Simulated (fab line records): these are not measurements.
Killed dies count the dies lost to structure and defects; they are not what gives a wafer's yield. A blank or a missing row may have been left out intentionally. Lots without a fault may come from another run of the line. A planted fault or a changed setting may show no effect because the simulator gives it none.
Chamber matching + flow n5_finfet + N5_BEOL_M0_SAQP_HM_OPEN_112 on rie_diel-02: 4 sister chambers
The step chemistry CHF3/O2, target SiO2, stops on a-Si, target depth 12 nm, time 13.5 s. 8 wafers are shown with their chamber, then 10 later ones without.

## WAFERS WITH THEIR CHAMBER
| wafer  | chamber | rf_vpp_V (V) | showerhead_plenum_p_Torr (Torr) |
|--------|---------|--------------|---------------------------------|
| L081.4 | 2       | 521          | 2.37                            |
| L084.2 | 1       | 508          | 2.31                            |
| L084.4 | 3       | 531          | 2.30                            |
| L086.3 | 0       | 514          | 2.37                            |
| L086.4 | 2       | 520          | 2.36                            |
| L086.6 | 3       | 529          | 2.30                            |
| L090.3 | 0       | 513          | 2.37                            |
| L090.4 | 1       | 508          | 2.31                            |

## WAFERS WHOSE CHAMBER IS MISSING
| wafer  | rf_vpp_V (V) | showerhead_plenum_p_Torr (Torr) |
|--------|--------------|---------------------------------|
| L090.6 | 530          | 2.30                            |
| L094.2 | 509          | 2.31                            |
| L094.3 | 514          | 2.37                            |
| L094.6 | 518          | 2.36                            |
| L096.1 | 513          | 2.37                            |
| L096.3 | 529          | 2.30                            |
| L096.5 | 513          | 2.37                            |
| L097.1 | 512          | 2.37                            |
| L097.2 | 530          | 2.30                            |
| L097.3 | 521          | 2.36                            |

## WHICH CHAMBER EACH ONE RAN IN
| wafer  | from the rows above | in truth |
|--------|---------------------|----------|
| L090.6 | 3                   | 3        |
| L094.2 | 1                   | 1        |
| L094.3 | 0                   | 0        |
| L094.6 | 2                   | 2        |
| L096.1 | 0                   | 0        |
| L096.3 | 3                   | 3        |
| L096.5 | 0                   | 0        |
| L097.1 | 0                   | 0        |
| L097.2 | 3                   | 3        |
| L097.3 | 2                   | 2        |
Correct placement for 10 of the 10. From these rows, 0 cannot be placed. Placed wrongly: 0.
How it was worked out, from the rows above alone: a wafer's distance from a chamber is the root of the sum, over the readings, of the square of ((its reading less the chamber's mean) divided by the reading's scatter). The wafer belongs to the nearest chamber; if the next one is less than 2 further off, it can't be placed. For every chamber, the mean is computed from those of its wafers that are shown. The scatter: the root of (the sum of the squares of (reading less its chamber's mean) over the shown wafers, divided by (wafers less chambers)).
